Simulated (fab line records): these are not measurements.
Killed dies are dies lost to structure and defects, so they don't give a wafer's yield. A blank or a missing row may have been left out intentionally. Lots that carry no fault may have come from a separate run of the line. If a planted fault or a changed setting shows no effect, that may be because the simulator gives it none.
A struck lot beside a sound one | flow nand harc | 14 steps out of a route of 1302
Sound: these wafers, L786.1, L786.4, L786.5. Wafers struck: L795.1, L795.4, L795.5. The cause comes at the end.
Per side, at each step with rows, come the tool, then ch with its chambers, and then its first start. Under that, the readings that differ: sound wafers | struck wafers | difference of the means | sigmas: that difference in standard deviations of wafers without a fault.
alike: readings with means less than 2 such deviations apart, plus words and numbers identical on both sides. not compared: withheld readings, readings lacking a value on some wafer, bounds such as >300 that could conceal the same value, and numbers that have no deviation in the record and whose values overlap.
Wherever a step has rows on one side only, a row that says differs or no value, or a row with sigmas, the two part there. When numbers do not overlap yet have no deviation, they are printed without sigmas and do not part them. A reading that every wafer of one side lacks parts them only if that side has two wafers or more.

first, 1 step without rows for these wafers: NHARC_A_ONON_D1_DEP_12 (target thk 1000 nm).
NHARC_A_ONON_D1_THK_MEAS_14: measures by ellipsometry.
  sound: film metro-01 at day 8 08:56; struck: film metro-01 at day 12 00:58
  alike: thk nm
then, 2 steps without rows for these wafers: NHARC_A_ONON_D1_ANNEAL_15 (time 3600 s); NHARC_A_ONON_D1_DEP_16 (target thk 1000 nm).
NHARC_A_ONON_D1_THK_MEAS_18: measures by ellipsometry.
  sound: film metro-01 at day 8 20:12; struck: film metro-02 at day 12 09:58
  alike: thk nm
then, no rows for these wafers at 1 step: NHARC_A_ONON_D1_DEP_19 (target thk 1000 nm).
NHARC_A_ONON_D1_THK_MEAS_21: measures by ellipsometry.
  sound: film metro-01 at day 8 20:46; struck: film metro-01 at day 12 10:32
  reading     | sound       | struck         | difference | sigmas
  thk nm (nm) | 990 989 987 | 1007 1008 1006 | +18        | +3
then, no rows for these wafers at 1 step: NHARC_A_ONON_D1_DEP_22 (target thk 1000 nm).
NHARC_A_ONON_D1_THK_MEAS_24: measures by ellipsometry.
  sound: film metro-01 at day 8 21:20; struck: film metro-01 at day 12 11:06
  alike: thk nm
then, no rows for these wafers at 1 step: NHARC_A_ONON_D1_DEP_25 (target thk 1000 nm).
NHARC_A_ONON_D1_THK_MEAS_27: measures by ellipsometry.
  sound: film metro-01 at day 8 21:54; struck: film metro-01 at day 12 11:40
  alike: thk nm
NHARC_A_ONON_D1_DEP_28: target thk 1000 nm.
  sound on pecvd onon-03 ch 0, day 8 21:57; struck on pecvd onon-02 ch 0, day 12 11:43
  alike: n2o flow sccm
NHARC_A_ONON_D1_THK_MEAS_30: measures by ellipsometry.
  sound: film metro-02 at day 8 22:28; struck: film metro-02 at day 12 12:14
  reading     | sound          | struck         | difference | sigmas
  thk nm (nm) | 1017 1019 1020 | 1057 1057 1057 | +38        | +3
NHARC_A_ONON_D1_DEP_33: deposits SiO2, target thk 200 nm.
  sound on pecvd-04 ch 1,2, day 8 22:38; struck on pecvd-01 ch 1,2, day 12 12:20
  reading            | sound             | struck            | difference | sigmas
  heater power w (W) | 625 643 710       | 477 439 488       | -191       | -2
  rf fwd power W (W) | 897.6 898.4 898.1 | 892.2 893.7 891.9 | -5.4       | -2
  alike: throttle valve pct

WHERE THEY PART
Last at NHARC_A_ONON_D1_DEP_33 as far as this record goes, first at NHARC_A_ONON_D1_THK_MEAS_21.

WHY: the cause the simulator had injected
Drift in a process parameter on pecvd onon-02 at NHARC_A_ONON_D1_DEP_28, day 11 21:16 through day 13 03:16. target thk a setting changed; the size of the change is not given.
